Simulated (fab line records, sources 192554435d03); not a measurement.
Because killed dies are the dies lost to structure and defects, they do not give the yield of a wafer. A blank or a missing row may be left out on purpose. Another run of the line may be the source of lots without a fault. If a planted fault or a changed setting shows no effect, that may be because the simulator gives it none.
Lot-split experiment :: flow n5 finfet :: 7 lots, 39 wafers read, on a route of 1938 steps

## THE SPLIT
At N5_BEOL_M2_ETCH_70 (etches SOC in N2/H2, target depth 80 nm, overetch 24 nm, time 130 s), the setting time s was moved away from the recipe's 130 s on 12 of the 39 wafers read, by -50.6% to +37.8%. For the rest of the wafers, this setting stayed at what the recipe calls for.

Reading taken at the split's own step.

## THE READING
SiARC_of_BEOL_M2_COAT_68.thk nm (the simulator's own value, which no gauge read), in nm, at N5_BEOL_M2_ETCH_70 (etches SOC in N2/H2, target depth 80 nm, overetch 24 nm, time 130 s). The file gives no usual value for it. Average 5.8 nm, standard deviation 0.15 nm, over the 27 wafers here run with the recipe.

wafer: L077.1
tool, chamber at the split: rie diel-05, 1,3,2
time s as run, s: 130
against the recipe: recipe
SiARC_of_BEOL_M2_COAT_68.thk nm, nm: 5.6
against lot-mates on the recipe: -

wafer: L077.2
tool, chamber at the split: rie diel-05, 1,3,2
time s as run, s: 130
against the recipe: recipe
SiARC_of_BEOL_M2_COAT_68.thk nm, nm: 5.6
against lot-mates on the recipe: -

wafer: L077.3
tool, chamber at the split: rie diel-05, 1,3,2
time s as run, s: 130
against the recipe: recipe
SiARC_of_BEOL_M2_COAT_68.thk nm, nm: 5.6
against lot-mates on the recipe: -

wafer: L077.4
tool, chamber at the split: rie diel-05, 0
time s as run, s: 64.22
against the recipe: -50.6%
SiARC_of_BEOL_M2_COAT_68.thk nm, nm: 9
against lot-mates on the recipe: +3.4

wafer: L077.5
tool, chamber at the split: rie diel-05, 2,3
time s as run, s: 64.22
against the recipe: -50.6%
SiARC_of_BEOL_M2_COAT_68.thk nm, nm: 8.8
against lot-mates on the recipe: +3.2

wafer: L077.6
tool, chamber at the split: rie diel-05, 2,3
time s as run, s: 64.22
against the recipe: -50.6%
SiARC_of_BEOL_M2_COAT_68.thk nm, nm: 8.8
against lot-mates on the recipe: +3.2

wafer: L079.1
tool, chamber at the split: rie diel-05, 1,2
time s as run, s: 103
against the recipe: -20.8%
SiARC_of_BEOL_M2_COAT_68.thk nm, nm: 7
against lot-mates on the recipe: +1.4

wafer: L079.4
tool, chamber at the split: rie diel-05, 1,2
time s as run, s: 103
against the recipe: -20.8%
SiARC_of_BEOL_M2_COAT_68.thk nm, nm: 7
against lot-mates on the recipe: +1.4

wafer: L079.2
tool, chamber at the split: rie diel-05, 3,2,1
time s as run, s: 130
against the recipe: recipe
SiARC_of_BEOL_M2_COAT_68.thk nm, nm: 5.6
against lot-mates on the recipe: -

wafer: L079.5
tool, chamber at the split: rie diel-05, 3,2,1
time s as run, s: 130
against the recipe: recipe
SiARC_of_BEOL_M2_COAT_68.thk nm, nm: 5.6
against lot-mates on the recipe: -

wafer: L079.6
tool, chamber at the split: rie diel-05, 3,2,1
time s as run, s: 130
against the recipe: recipe
SiARC_of_BEOL_M2_COAT_68.thk nm, nm: 5.6
against lot-mates on the recipe: -

wafer: L079.3
tool, chamber at the split: rie diel-05, 0
time s as run, s: 103
against the recipe: -20.8%
SiARC_of_BEOL_M2_COAT_68.thk nm, nm: 7.2
against lot-mates on the recipe: +1.6

wafer: L081.3
tool, chamber at the split: rie diel-01, 2
time s as run, s: 130
against the recipe: recipe
SiARC_of_BEOL_M2_COAT_68.thk nm, nm: 5.8
against lot-mates on the recipe: -

wafer: L081.4
tool, chamber at the split: rie diel-01, 0,1
time s as run, s: 130
against the recipe: recipe
SiARC_of_BEOL_M2_COAT_68.thk nm, nm: 6
against lot-mates on the recipe: -

wafer: L081.5
tool, chamber at the split: rie diel-01, 0,1
time s as run, s: 130
against the recipe: recipe
SiARC_of_BEOL_M2_COAT_68.thk nm, nm: 6
against lot-mates on the recipe: -

wafer: L086.1
tool, chamber at the split: rie diel-01, 1,0,1,0
time s as run, s: 130
against the recipe: recipe
SiARC_of_BEOL_M2_COAT_68.thk nm, nm: 6
against lot-mates on the recipe: -

wafer: L086.2
tool, chamber at the split: rie diel-01, 1,0,1,0
time s as run, s: 130
against the recipe: recipe
SiARC_of_BEOL_M2_COAT_68.thk nm, nm: 6
against lot-mates on the recipe: -

wafer: L086.5
tool, chamber at the split: rie diel-01, 1,0,1,0
time s as run, s: 130
against the recipe: recipe
SiARC_of_BEOL_M2_COAT_68.thk nm, nm: 6
against lot-mates on the recipe: -

wafer: L086.6
tool, chamber at the split: rie diel-01, 1,0,1,0
time s as run, s: 130
against the recipe: recipe
SiARC_of_BEOL_M2_COAT_68.thk nm, nm: 6
against lot-mates on the recipe: -

wafer: L086.3
tool, chamber at the split: rie diel-01, 3,2
time s as run, s: 130
against the recipe: recipe
SiARC_of_BEOL_M2_COAT_68.thk nm, nm: 5.8
against lot-mates on the recipe: -

wafer: L086.4
tool, chamber at the split: rie diel-01, 3,2
time s as run, s: 130
against the recipe: recipe
SiARC_of_BEOL_M2_COAT_68.thk nm, nm: 5.8
against lot-mates on the recipe: -

wafer: L087.1
tool, chamber at the split: rie diel-01, 3
time s as run, s: 97.08
against the recipe: -25.3%
SiARC_of_BEOL_M2_COAT_68.thk nm, nm: 7.4
against lot-mates on the recipe: +1.5

wafer: L087.2
tool, chamber at the split: rie diel-01, 1,0
time s as run, s: 97.08
against the recipe: -25.3%
SiARC_of_BEOL_M2_COAT_68.thk nm, nm: 7.6
against lot-mates on the recipe: +1.7

wafer: L087.4
tool, chamber at the split: rie diel-01, 1,0
time s as run, s: 97.08
against the recipe: -25.3%
SiARC_of_BEOL_M2_COAT_68.thk nm, nm: 7.6
against lot-mates on the recipe: +1.7

wafer: L087.3
tool, chamber at the split: rie diel-01, 2
time s as run, s: 130
against the recipe: recipe
SiARC_of_BEOL_M2_COAT_68.thk nm, nm: 5.8
against lot-mates on the recipe: -

wafer: L087.5
tool, chamber at the split: rie diel-01, 3,0
time s as run, s: 130
against the recipe: recipe
SiARC_of_BEOL_M2_COAT_68.thk nm, nm: 6
against lot-mates on the recipe: -

wafer: L087.6
tool, chamber at the split: rie diel-01, 3,0
time s as run, s: 130
against the recipe: recipe
SiARC_of_BEOL_M2_COAT_68.thk nm, nm: 6
against lot-mates on the recipe: -

wafer: L088.1
tool, chamber at the split: rie diel-05, 0
time s as run, s: 130
against the recipe: recipe
SiARC_of_BEOL_M2_COAT_68.thk nm, nm: 6
against lot-mates on the recipe: -

wafer: L088.2
tool, chamber at the split: rie diel-05, 1,0
time s as run, s: 130
against the recipe: recipe
SiARC_of_BEOL_M2_COAT_68.thk nm, nm: 5.8
against lot-mates on the recipe: -

wafer: L088.5
tool, chamber at the split: rie diel-05, 1,0
time s as run, s: 130
against the recipe: recipe
SiARC_of_BEOL_M2_COAT_68.thk nm, nm: 5.8
against lot-mates on the recipe: -

wafer: L088.3
tool, chamber at the split: rie diel-05, 3,2,3
time s as run, s: 179.1
against the recipe: +37.8%
SiARC_of_BEOL_M2_COAT_68.thk nm, nm: 3.4
against lot-mates on the recipe: -2.5

wafer: L088.4
tool, chamber at the split: rie diel-05, 3,2,3
time s as run, s: 179.1
against the recipe: +37.8%
SiARC_of_BEOL_M2_COAT_68.thk nm, nm: 3.4
against lot-mates on the recipe: -2.5

wafer: L088.6
tool, chamber at the split: rie diel-05, 3,2,3
time s as run, s: 179.1
against the recipe: +37.8%
SiARC_of_BEOL_M2_COAT_68.thk nm, nm: 3.4
against lot-mates on the recipe: -2.5

wafer: L095.1
tool, chamber at the split: rie diel-01, 3,2,1,2,3
time s as run, s: 130
against the recipe: recipe
SiARC_of_BEOL_M2_COAT_68.thk nm, nm: 5.8
against lot-mates on the recipe: -

wafer: L095.3
tool, chamber at the split: rie diel-01, 3,2,1,2,3
time s as run, s: 130
against the recipe: recipe
SiARC_of_BEOL_M2_COAT_68.thk nm, nm: 5.8
against lot-mates on the recipe: -

wafer: L095.4
tool, chamber at the split: rie diel-01, 3,2,1,2,3
time s as run, s: 130
against the recipe: recipe
SiARC_of_BEOL_M2_COAT_68.thk nm, nm: 5.8
against lot-mates on the recipe: -

wafer: L095.5
tool, chamber at the split: rie diel-01, 3,2,1,2,3
time s as run, s: 130
against the recipe: recipe
SiARC_of_BEOL_M2_COAT_68.thk nm, nm: 5.8
against lot-mates on the recipe: -

wafer: L095.6
tool, chamber at the split: rie diel-01, 3,2,1,2,3
time s as run, s: 130
against the recipe: recipe
SiARC_of_BEOL_M2_COAT_68.thk nm, nm: 5.8
against lot-mates on the recipe: -

wafer: L095.2
tool, chamber at the split: rie diel-01, 1
time s as run, s: 130
against the recipe: recipe
SiARC_of_BEOL_M2_COAT_68.thk nm, nm: 6
against lot-mates on the recipe: -
The file does not say which wafer passed through which chamber wherever a row lists several chambers: such a row stands for several wafers.

THE FIT
A straight line over all 39 wafers: SiARC_of_BEOL_M2_COAT_68.thk nm changes by -0.0622 nm for each +1% of time s; r = -0.99; the points scatter about the line by 0.15 nm.
The same after taking each lot's own level away (the mean of its wafers on the recipe; 39 wafers): -0.0651 nm for each +1%; r = -1.00; scatter 0.089 nm.
Per that fit: largest time s move, reading shift of 3.3 nm.
Measured against the standard deviation above, the lots' own levels, which go from 5.60 to 5.93 nm, span 2.2 times it.
The two slopes agree, so the slope changes little with the lot-to-lot level.
Check: with one of the wafers moved furthest among these (-50.6%) left out of the fit, the line predicts +3.27 nm for it against its lot-mates. Against them it came out at +3.4 nm.

## THESE WAFERS: OTHER SPLITS
Before the reading, these wafers also passed through other splits. Each is held against what the fit with the lots' levels taken away leaves over:
other split on the same wafers: N5_PMOS_HMC_CHANNEL_EPI_ETCH_38 target depth a
wafers away from the commonest value: 12
r with SiARC_of_BEOL_M2_COAT_68.thk nm (lot level and that fit taken away): +0.25

other split on the same wafers: N5_SD_EPI_N_ETCH_35 time s
wafers away from the commonest value: 18
r with SiARC_of_BEOL_M2_COAT_68.thk nm (lot level and that fit taken away): -0.02

## FILE'S OWN FIT
SiARC_of_BEOL_M2_COAT_68.thk nm changes by -0.0651 nm for each +1% of time s, r = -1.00.
